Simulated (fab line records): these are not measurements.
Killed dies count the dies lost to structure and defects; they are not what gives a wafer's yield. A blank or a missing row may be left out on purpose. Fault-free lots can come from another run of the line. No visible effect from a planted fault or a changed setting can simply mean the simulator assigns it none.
fab line records	flow n5_finfet
record lots=7	wafers=21	last_day=18
route steps=1938 shown BEOL_M13@1674
lots with no fault: from the same line, run without faults
start_h: hours from the record's opening day to when the first of the lot's shown wafers began	wait_h: how many hours have passed since the lot's step before this one	" as in the row above	L1.1+2: one row covering several wafers at once	- either no value or no given start	* or withheld: withheld	< > ~ a bound
route shown NAME@n: names a module that has steps shown in the file, with the first one's number in the route	usual: mean and standard deviation over wafers with no fault	same: alike in all rows	chamber/n: place in a boat	sites: each site's reading	_std_site: their standard deviation	_edge_site: inner sites' mean taken away from outer sites' mean	radius_mm: for every site, how far away it sits from the centre of the wafer	mask NAME#n: copy n	behind: the tool/chamber that last shaped the wafer	hold: the reason the lot was held/the length of the hold in hours/how it ended	device: whichever transistor did not switch (one of n, p or np)	end of line: at the end of the route, the tests of the same wafers	step lacking rows: just its recipe	killed: not the wafer's yield, but the dies lost to structure and defects at the first sort	map: dies across one wafer; x = killed, . = not, _ = none there
set.NAME: the setting that was run; set.NAME@STEP: the one run at that earlier step	model.NAME: the simulator's own value behind a step, which no gauge read
a table for each step, a row for each wafer; lots at some steps of the route
services: the hour from which a tool's chamber was out of use, counted from the record's first day as start_h (under 0 if before that day), plus the number of hours and why
## steps
# step N5_BEOL_M13_VIA_ETCH_16
# recipe chemistry=C4F8/O2/Ar	target=SiOC	pressure_mtorr=30	source_w=3000	bias_w=700	Ar_flow_sccm=400	C4F8_flow_sccm=15	O2_flow_sccm=8	he_inner_torr=15	he_outer_torr=30	target_depth_a=9217	time_s=withheld	ion_energy_ev=250	ends=cleared
# usual chamber_pressure_mTorr=30.000/0.026	drypump_motor_current_A=5.59/0.21	oes_product_au=0.70/0.065	rf_vpp_V=664/3.5	showerhead_plenum_p_Torr=3.37/0.13	throttle_valve_pct=24.18/0.19
lot.wafer	tool	chamber	start_h	wait_h	chamber_pressure_mTorr	drypump_motor_current_A	oes_product_au	rf_vpp_V	showerhead_plenum_p_Torr	throttle_valve_pct
L518.2	rie_diel-02	2	293.51	0.0	30.019	5.58	0.66	664	3.40	24.27
L518.4	"	0	"	"	30.066	5.55	0.71	661	3.29	24.05
L518.5	"	3	"	"	30.002	5.65	0.65	661	3.22	24.21
L523.1	rie_diel-06	0	317.01	0.0	30.020	5.53	0.79	663	3.33	23.89
L523.3	"	1	"	"	29.983	5.38	0.73	667	3.48	24.49
L523.4	"	2	"	"	29.966	5.84	0.69	657	3.16	24.18
L522.1	rie_diel-06	2	321.25	0.0	29.971	5.85	0.69	658	3.16	24.18
L522.3	"	0	"	"	29.994	5.51	0.79	664	3.33	23.87
L522.6	"	2	"	"	29.982	5.86	0.69	657	3.16	24.18
L520.2	rie_diel-02	0	328.50	0.0	30.032	5.54	0.70	661	3.29	24.06
L520.4	"	3	"	"	30.004	5.65	0.64	660	3.21	24.22
L520.5	"	2	"	"	29.993	5.55	0.64	664	3.39	24.31
L527.3	rie_diel-02	2	364.34	0.0	29.995	5.55	0.63	664	3.38	24.30
L527.5	"	2	"	"	29.967	5.56	0.64	664	3.38	24.32
L527.6	"	0	"	"	30.011	5.54	0.69	663	3.28	24.07
L531.2	rie_diel-02	2	373.81	0.0	30.008	5.53	0.63	664	3.38	24.33
L531.3	"	1	"	"	30.042	5.44	0.71	670	3.57	24.04
L531.6	"	0	"	"	30.021	5.55	0.68	660	3.28	24.08
L532.2	rie_diel-02	2	398.26	0.0	30.041	5.54	0.62	664	3.38	24.32
L532.4	"	0	"	"	30.001	5.53	0.68	661	3.27	24.11
L532.6	"	0	"	"	30.001	5.53	0.68	661	3.28	24.10
# step N5_BEOL_M13_STRIP_63
# recipe chemistry=N2/H2	power_w=1000	temp_c=250	h2_frac=0.65	overash_fraction=0.3	pressure_mtorr=1000	n2_flow_sccm=1750	h2_flow_sccm=3250
# usual chamber_pressure_mTorr=1000.0/0.99	drypump_motor_current_A=6.06/0.19	heater_power_w=322/23	oes_product_au=0.673/0.0052	strip_time_to_endpoint_s=27.9/1.4
lot.wafer	tool	chamber	start_h	wait_h	chamber_pressure_mTorr	drypump_motor_current_A	heater_power_w	oes_product_au	rf_hours_counter_h	strip_time_to_endpoint_s
L518.2	plasma_asher-02	0	293.74	-	1000.7	6.17	323	0.671	130	27.7
L518.4	"	0	"	"	1001.2	6.18	320	0.678	-	27.3
L518.5	"	1	"	"	999.1	5.77	345	0.669	-	29.7
L523.1	plasma_asher-02	1	317.24	-	999.5	5.77	351	0.677	134	29.2
L523.3	"	0	"	"	1001.3	6.19	317	0.681	-	30.0
L523.4	"	1	"	"	999.0	5.77	349	0.666	-	28.6
L522.1	plasma_asher-01	0	321.49	-	999.7	6.10	295	0.679	84	29.4
L522.3	"	1	"	"	1000.7	6.26	321	0.673	-	26.6
L522.6	"	0	"	"	999.5	6.09	287	0.673	-	28.5
L520.2	plasma_asher-01	1	328.78	-	999.6	6.24	328	0.681	85	29.9
L520.4	"	0	"	"	999.7	6.12	293	0.674	-	29.3
L520.5	"	1	"	"	1000.8	6.19	335	0.670	-	28.0
L527.3	plasma_asher-01	1	364.59	-	1001.4	6.28	325	0.672	-	27.7
L527.5	"	1	"	"	999.1	6.23	328	0.666	-	25.5
L527.6	"	0	"	"	1000.7	6.08	279	0.674	-	27.4
L531.2	plasma_asher-01	1	374.06	-	998.4	6.21	325	0.683	94	28.3
L531.3	"	0	"	"	998.9	6.10	294	0.663	-	26.4
L531.6	"	0	"	"	1000.5	6.08	291	0.671	-	28.0
L532.2	plasma_asher-01	1	398.50	-	1000.3	6.24	333	0.671	99	25.9
L532.4	"	0	"	"	999.9	6.09	294	0.669	-	26.3
L532.6	"	0	"	"	1001.1	6.11	290	0.676	-	25.6
# step N5_BEOL_M13_STRIP_64
# recipe chemistry=N2/H2	power_w=1000	temp_c=250	h2_frac=0.65	overash_fraction=0.3	pressure_mtorr=withheld	n2_flow_sccm=1750	h2_flow_sccm=3250
# usual drypump_motor_current_A=6.06/0.19	heater_power_w=322/22	oes_product_au=0.715/0.0047	strip_time_to_endpoint_s=31.32/0.074
lot.wafer	tool	chamber	start_h	wait_h	drypump_motor_current_A	heater_power_w	oes_product_au	rf_hours_counter_h	strip_time_to_endpoint_s
L518.2	plasma_asher-02	0	293.80	0.0	6.15	323	0.714	130	31.35
L518.4	"	0	"	"	6.15	319	0.710	-	31.33
L518.5	"	1	"	"	5.76	349	0.726	-	31.35
L523.1	plasma_asher-02	1	317.30	0.0	5.80	351	0.714	134	31.33
L523.3	"	0	"	"	6.17	318	0.711	-	31.25
L523.4	"	1	"	"	5.78	352	0.717	-	31.22
L522.1	plasma_asher-01	0	321.55	0.0	6.06	299	0.718	84	31.35
L522.3	"	1	"	"	6.25	321	0.710	-	31.39
L522.6	"	0	"	"	6.12	289	0.714	-	31.37
L520.2	plasma_asher-01	1	328.84	0.0	6.23	330	0.703	85	31.28
L520.4	"	0	"	"	6.09	295	0.717	-	31.27
L520.5	"	1	"	"	6.27	324	0.710	-	31.33
L527.3	plasma_asher-01	1	364.65	0.0	6.28	326	0.715	-	31.40
L527.5	"	1	"	"	6.25	321	0.726	-	31.42
L527.6	"	0	"	"	6.11	298	0.710	-	31.36
L531.2	plasma_asher-01	1	374.12	0.0	6.26	335	0.720	94	31.32
L531.3	"	0	"	"	6.11	298	0.720	-	31.28
L531.6	"	0	"	"	6.10	297	0.717	-	31.35
L532.2	plasma_asher-01	1	398.56	0.0	6.22	322	0.716	99	31.29
L532.4	"	0	"	"	6.08	292	0.714	-	31.27
L532.6	"	0	"	"	6.10	291	0.713	-	31.31
# step N5_BEOL_M13_STRIP_71
# recipe chemistry=post_etch_residue_remover	time_s=60	temp_c=25	remover_ph=withheld	remover_water_wt_pct=withheld	remover_fluoride_wt_pct=withheld
# step N5_BEOL_M13_SRD_72
# recipe time_s=30	temp_c=23	rinse_liquid=diw	dry=n2_spin	spin_rpm=1500	dry_time_s=30
# step N5_BEOL_M13_CD_MEAS_17
# recipe target_cd_nm=190	polarity=opening
# usual cd_nm=190.9/1.8
lot.wafer	tool	chamber	start_h	wait_h	cd_nm
L518.2	cd_sem-02	-	293.96	0.0	189.9
L518.4	"	-	"	"	187.1
L518.5	"	-	"	"	193.3
L523.1	cd_sem-03	-	317.45	0.0	188.9
L523.3	"	-	"	"	192.6
L523.4	"	-	"	"	191.3
L522.1	cd_sem-03	-	321.70	0.0	191.8
L522.3	"	-	"	"	190.2
L522.6	"	-	"	"	193.4
L520.2	cd_sem-03	-	328.99	0.0	187.0
L520.4	"	-	"	"	191.5
L520.5	"	-	"	"	190.1
L527.3	cd_sem-03	-	364.79	0.0	190.0
L527.5	"	-	"	"	193.2
L527.6	"	-	"	"	190.9
L531.2	cd_sem-02	-	374.27	0.0	189.1
L531.3	"	-	"	"	190.4
L531.6	"	-	"	"	193.6
L532.2	cd_sem-01	-	398.71	0.0	189.1
L532.4	"	-	"	"	189.7
L532.6	"	-	"	"	191.5
# step N5_BEOL_M13_COAT_65
# recipe resist=SOC	temp_c=250	time_s=60	spin_rpm=1500	resist_thk_nm=350
# step N5_BEOL_M13_COAT_66
# recipe resist=SiARC	temp_c=220	time_s=60	spin_rpm=1500	resist_thk_nm=110
# step N5_BEOL_M13_COAT_22
# recipe spin_rpm=2888	resist_thk_nm=300
# step N5_BEOL_M13_EBR_24
# recipe solvent=PGMEA	ebr_width_mm=1.5
# step N5_BEOL_M13_SOFTBAKE_23
# recipe temp_c=130	time_s=60
# step N5_BEOL_M13_EXPOSE_25
# recipe mask_id=M13	na=0.93	source_shape=conventional	sigma_outer=0.4	polarization=unpolarized	target_cd_nm=210	dose_mj=22
# step N5_BEOL_M13_PEB_26
# recipe peb_temp_c=130	peb_time_s=90
# usual chill_plate_temp_C=22.99/0.1	exhaust_pa=45.1/0.9	resist_line_temp_C=23.04/0.098
lot.wafer	tool	chamber	start_h	wait_h	chill_plate_temp_C	exhaust_pa	resist_line_temp_C
L518.2	litho_track-02	0	294.29	0.0	22.93	45.1	22.87
L518.4	"	0	"	"	22.88	44.2	23.17
L518.5	"	0	"	"	22.99	45.4	22.93
L523.1	litho_track-01	-	317.66	0.1	-	-	-
L523.3	"	-	"	"	-	-	-
L523.4	"	-	"	"	-	-	-
L522.1	litho_track-01	-	321.91	0.1	-	-	-
L522.3	"	-	"	"	-	-	-
L522.6	"	-	"	"	-	-	-
L520.2	litho_track-02	-	329.33	0.0	-	-	-
L520.4	"	-	"	"	-	-	-
L520.5	"	-	"	"	-	-	-
L527.3	litho_track-02	0	365.12	0.0	23.00	45.3	23.06
L527.5	"	0	"	"	22.94	45.5	23.12
L527.6	"	0	"	"	22.91	46.7	23.03
L531.2	litho_track-02	0	374.60	0.0	22.90	44.6	23.15
L531.3	"	0	"	"	22.96	44.4	23.08
L531.6	"	0	"	"	22.99	44.9	23.06
L532.2	litho_track-03	0	399.04	0.0	22.85	46.1	22.97
L532.4	"	0	"	"	22.99	46.1	23.02
L532.6	"	0	"	"	22.91	45.0	23.16
# step N5_BEOL_M13_DEVELOP_27
# recipe develop_time_s=45	rinse_liquid=diw	dry=air_spin	dev_temp_c=21
## services
tool	chamber	start_h	hours	kind
litho_track-03	-	308.09	-	consumable_replace:filter
rie_diel-06	2	331.76	38.5	repair
rie_diel-02	3	351.50	-	clean
rie_diel-02	3	351.50	-	consumable_replace:focus_ring
rie_diel-02	3	351.50	-	consumable_replace:showerhead
rie_diel-02	3	351.50	17.3	scheduled_down
rie_diel-02	3	351.50	17.3	vent_cycle
rie_diel-06	3	370.23	-	clean
rie_diel-06	3	370.23	-	consumable_replace:focus_ring
rie_diel-06	3	370.23	16.8	scheduled_down
rie_diel-06	3	370.23	16.8	vent_cycle
rie_diel-02	-	383.26	0.5	repair
## key
first_sign step=N5_BEOL_M13_PEB_26	reading=tool_record	direction=missing
effect none on later readings
met_at N5_BEOL_M13_PEB_26
struck_wafers L520.2,L520.4,L520.5,L522.1,L522.3,L522.6,L523.1,L523.3,L523.4
later_rows_left_out L520.2,L520.4,L520.5,L522.1,L522.3,L522.6,L523.1,L523.3,L523.4
sort_left_out L520.2,L520.4,L520.5,L522.1,L522.3,L522.6,L523.1,L523.3,L523.4
onset_between 294.29 317.66
fault kind=skipped_step_whole	tool=litho_track-01,litho_track-02	chamber=-	onset_h=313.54	steps=N5_BEOL_M13_PEB_26	scope=struck_lots_only
# sort_left_out: the simulated sort isn't trusted on such a fault, so these wafers' sort isn't shown, and their yield isn't known
# later_rows_left_out: the simulator's readings of these wafers behind a module that went badly wrong aren't trusted and aren't shown, but for the sort
